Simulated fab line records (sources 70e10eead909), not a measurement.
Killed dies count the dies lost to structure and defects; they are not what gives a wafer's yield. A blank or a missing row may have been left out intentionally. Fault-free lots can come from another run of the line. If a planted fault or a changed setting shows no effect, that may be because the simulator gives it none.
Comparing a struck lot with a sound one ; flow nandHarc ; 18 steps out of a route of 1302
Sound: these wafers, L595.3, L595.5, L595.6. Wafers L594.2, L594.5, L594.6 were the ones struck. The cause is given at the end.
Per side, at each step with rows, come the tool, then ch with its chambers, and then its first start. Under that, the readings that differ: sound wafers ; struck wafers ; difference of the means ; sigmas: that difference in standard deviations of wafers without a fault.
alike: readings with means less than 2 such deviations apart, plus words and numbers identical on both sides. not compared: withheld readings, readings lacking a value on some wafer, bounds such as >300 that could conceal the same value, and numbers that have no deviation in the record and whose values overlap.
The two part at a step that has a row with sigmas, a row that says differs or no value, or rows on one side only. When numbers do not overlap yet have no deviation, they are printed without sigmas and do not part them. A reading that every wafer of one side lacks parts them only if that side has two wafers or more.

NHARC_P_GATE_ALD_36: deposits SiNx, target thk 20 nm, pulse time 60 s, ald cycles 223.
  sound on aldSin-04 ch 0,1,3, day 7 23:23; struck on aldSin-03 ch 1,2, day 7 07:13
  alike: heaterPowerW, precursorPulseHeightRel
NHARC_P_GATE_ETCHBACK_37: etches the open film in CHF3/O2, target depth 34.5 nm, time 17.2 s.
  sound on rieDiel-06 ch 1,2,3; struck on rieDiel-13 ch 1,2
reading;sound;struck;difference;sigmas
oesProductAu (a.u.);0.982 0.986 0.997;0.913 0.914 0.915;-0.074;-3
  alike: drypumpMotorCurrentA, o2FlowSccm, rfVppV, showerheadPlenumPTorr, throttleValvePct
  not compared: rfHoursCounterH
NHARC_P_GATE_STRIP_101: strips in O2, time 20 s.
  sound on rieDiel-06 ch 0,1, day 8 05:55; struck on rieDiel-13 ch 0,1,3, day 7 16:49
reading;sound;struck;difference;sigmas
showerheadPlenumPTorr (Torr);3.33 3.34 3.33;3.74 3.67 3.51;+0.31;+2
  alike: drypumpMotorCurrentA, o2FlowSccm, oesProductAu, rfVppV, throttleValvePct
  not compared: rfHoursCounterH
then, 9 steps without rows for these wafers: NHARC_P_GATE_PRECLEAN_97 (cleans in SPM, time 600 s); NHARC_P_GATE_SRD_98; NHARC_P_GATE_PRECLEAN_99 (cleans in SC1); NHARC_P_GATE_SRD_100; NHARC_P_GATE_DEHYDRATE_38 (time 120 s); NHARC_P_GATE_HMDS_39 (time 30 s); NHARC_P_GATE_COAT_40; NHARC_P_GATE_SOFTBAKE_41 (time 95 s); NHARC_P_GATE_EBR_42.
NHARC_P_GATE_EXPOSE_43: exposes mask P NSD, target cd 720 nm.
  sound on krfScanner-02 ch 0, day 8 06:41; struck on krfScanner-01 ch 0, day 7 17:34
reading;sound;struck;difference;sigmas
mask;P_NSD#0 P_NSD#0 P_NSD#0;P_PSD#0 P_PSD#0 P_PSD#0;differs;
then, 2 steps without rows for these wafers: NHARC_P_GATE_PEB_44 (peb time 85 s); NHARC_P_GATE_DEVELOP_45 (time 70 s).
NHARC_P_GATE_CD_MEAS_46: target cd 720 nm.
  sound on cdSem-02 ch 0, day 8 06:50; struck on cdSem-01 ch 0, day 7 17:43
reading;sound;struck;difference;sigmas
cdNm (nm);721.2 720.7 719.6;- - -;no value on the struck wafers;
then, 1 step without rows for these wafers: NHARC_P_GATE_HARDBAKE_47 (time 80 s).
-- the record jumps here: 20 days lie between the struck wafers' starts before and after (it left off in module P_GATE and takes up again in module END, whose first step shown is number 1302 of the route) --
NHARC_END_SORT_01:
  the record has rows for the struck wafers here (prober-01 ch 0, day 27 07:40) and none for the sound ones

== WHERE THEY PART ==
Earliest at NHARC_P_GATE_ETCHBACK_37; latest, in this record, at NHARC_END_SORT_01.

WHY: whatever the simulator had introduced
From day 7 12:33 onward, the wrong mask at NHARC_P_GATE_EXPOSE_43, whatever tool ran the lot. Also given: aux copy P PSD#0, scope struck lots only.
